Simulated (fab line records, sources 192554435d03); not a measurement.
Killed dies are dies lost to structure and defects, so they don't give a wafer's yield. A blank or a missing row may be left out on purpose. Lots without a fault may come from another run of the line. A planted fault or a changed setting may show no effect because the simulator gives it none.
Chamber matching | flow n5_finfet | N5_SD_EPI_P_ETCHBACK_46 on rie_diel-06: 4 sister chambers
The step etches SiNx in CH3F/O2, stops on SiO2, target depth 17.5 nm. 4 wafers are shown with their chamber, then 11 later ones without.

WAFERS WITH THEIR CHAMBER
wafer  | chamber | drypump_motor_current_A (A)
L088.4 | 2       | 5.7
L091.2 | 3       | 5.9
L091.6 | 0       | 5.8
L094.1 | 1       | 6.6

WAFERS WITHOUT THEIR CHAMBER
wafer  | drypump_motor_current_A (A)
L094.4 | 5.7
L094.6 | 5.7
L095.1 | 5.7
L095.4 | 6.6
L095.5 | 6.6
L097.2 | 6.6
L097.3 | 5.9
L097.6 | 5.9
L096.3 | 5.9
L096.4 | 5.6
L096.6 | 5.9

WHICH CHAMBER EACH WENT THROUGH
wafer  | from the rows above | in truth
L094.4 | 2                   | 2
L094.6 | 2                   | 2
L095.1 | 2                   | 2
L095.4 | 1                   | 1
L095.5 | 1                   | 1
L097.2 | 1                   | 1
L097.3 | 3                   | 3
L097.6 | 3                   | 3
L096.3 | 3                   | 3
L096.4 | 2                   | 2
L096.6 | 3                   | 3
Placed correctly: 11 of 11. Can't be placed from these rows: 0. Placed wrongly: 0.
How it was worked out, from the rows above alone: a wafer's distance from a chamber is the root of the sum, over the readings, of the square of ((its reading less the chamber's mean) divided by the reading's scatter). The wafer belongs to the nearest chamber; if the next one is less than 2 further off, it can't be placed. A chamber's mean is the mean of its shown wafers. The scatter: with one shown wafer a chamber, the root of the mean of the squares of how far each hidden wafer lies from its nearest shown one.
